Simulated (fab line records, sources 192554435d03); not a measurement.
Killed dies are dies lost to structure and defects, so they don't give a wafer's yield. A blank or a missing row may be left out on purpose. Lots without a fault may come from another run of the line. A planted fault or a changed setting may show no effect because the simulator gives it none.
One fault seen from 3 desks | flow n5_finfet | each desk has only its own numbers; what lay behind them comes last

THE DEFECT DESK
What the inspections along the route counted, lot by lot: means of the sampled wafers that have a number. A lot is out of limits, marked OUT, if its mean lies more than 4 standard deviations from the usual mean; the brackets give that distance.
Columns: A = raw_defect_count at N5_FIN_SAQP_INSPECT_18, usual 413
lot  | first seen here | A
L124 | day 2 04:53     | 325
L130 | day 3 18:00     | 443
L132 | day 4 03:38     | 437
L138 | day 5 16:15     | 548
L141 | day 6 09:35     | 372
L146 | day 7 17:15     | 449
This desk's finding: nothing out of limits on any of the 6 lots.

THE TOOL OWNER'S DESK: rie_diel-01
The tool's own readings at N5_FIN_SAQP_HM_OPEN_73 (chemistry CHF3/O2, target SiO2, stops on a-Si, target depth 12 nm, time 16.8 s): means of the sampled wafers that have a number, for each lot that ran on this tool. A lot is out of limits, marked OUT, if its mean lies more than 4 standard deviations from the usual mean; the brackets give that distance.
Columns: A = drypump_motor_current_A at N5_FIN_SAQP_HM_OPEN_73, usual 5.6 A; B = oes_product_au at N5_FIN_SAQP_HM_OPEN_73, usual 0.44 a.u.; C = rf_fwd_power_W at N5_FIN_SAQP_HM_OPEN_73, usual 645.3 W; D = rf_vpp_V at N5_FIN_SAQP_HM_OPEN_73, usual 521 V; E = showerhead_plenum_p_Torr at N5_FIN_SAQP_HM_OPEN_73, usual 2.40 Torr; F = throttle_valve_pct at N5_FIN_SAQP_HM_OPEN_73, usual 18.79 %
lot  | first seen here | A   | B    | C     | D   | E    | F
L124 | day 2 05:07     | 5.9 | 0.44 | 644.5 | 536 | 2.46 | 18.76
L132 | day 4 03:52     | 5.8 | 0.43 | 646.7 | 526 | 2.38 | 18.75
L138 | day 5 16:29     | 5.8 | 0.42 | 647.0 | 523 | 2.38 | 18.75
L141 | day 6 09:49     | 5.8 | 0.42 | 642.1 | 535 | 2.42 | 18.84
This desk's finding: nothing out of limits on any of the 4 lots.

THE METROLOGY DESK
What the gauges read, lot by lot, whatever tool the lot ran on: means of the sampled wafers that have a number. A lot is out of limits, marked OUT, if its mean lies more than 4 standard deviations from the usual mean; the brackets give that distance. Of its 12 readings 7 are shown: those that lie furthest out on some lot.
Columns: A = cd_nm at N5_FIN_SAQP_CD_MEAS_16, usual 35.8 nm; B = FIN_CORE_OVL at N5_FIN_SAQP_OVL_MEAS_17, usual 0.3 nm; C = DIBL_N at N5_BEOL_M4_RC_MEAS_101, usual 37.0 mV/V; D = IOFF_P at N5_BEOL_M4_RC_MEAS_101, usual 0.23 nA/um; E = SS_P at N5_BEOL_M4_RC_MEAS_101, usual 73.6 mV/dec; F = VT_N at N5_BEOL_M4_RC_MEAS_101, usual 249 mV; G = VT_P at N5_BEOL_M4_RC_MEAS_101, usual -250 mV
lot  | first seen here | A    | B    | C    | D    | E    | F   | G
L124 | day 2 04:50     | 35.8 | 0.6  | 37.6 | 0.25 | 74.0 | 249 | -248
L130 | day 3 17:56     | 35.7 | 0.3  | 36.3 | 0.17 | 73.7 | 251 | -257
L132 | day 4 03:34     | 35.3 | 0.0  | 37.2 | 0.26 | 73.4 | 249 | -246
L138 | day 5 16:11     | 35.5 | 0.4  | 38.2 | 0.21 | 73.4 | 248 | -252
L141 | day 6 09:32     | 35.7 | -0.4 | 32.2 | 0.15 | 72.3 | 254 | -257
L146 | day 7 17:06     | 35.6 | 1.7  | 37.9 | 0.21 | 74.5 | 250 | -254
This desk's finding: nothing out of limits on any of the 6 lots.

PUT TOGETHER
The defect desk saw nothing out of limits.
The tool owner's desk saw nothing out of limits.
The metrology desk saw nothing out of limits.

WHAT THE SIMULATOR HAD PUT IN
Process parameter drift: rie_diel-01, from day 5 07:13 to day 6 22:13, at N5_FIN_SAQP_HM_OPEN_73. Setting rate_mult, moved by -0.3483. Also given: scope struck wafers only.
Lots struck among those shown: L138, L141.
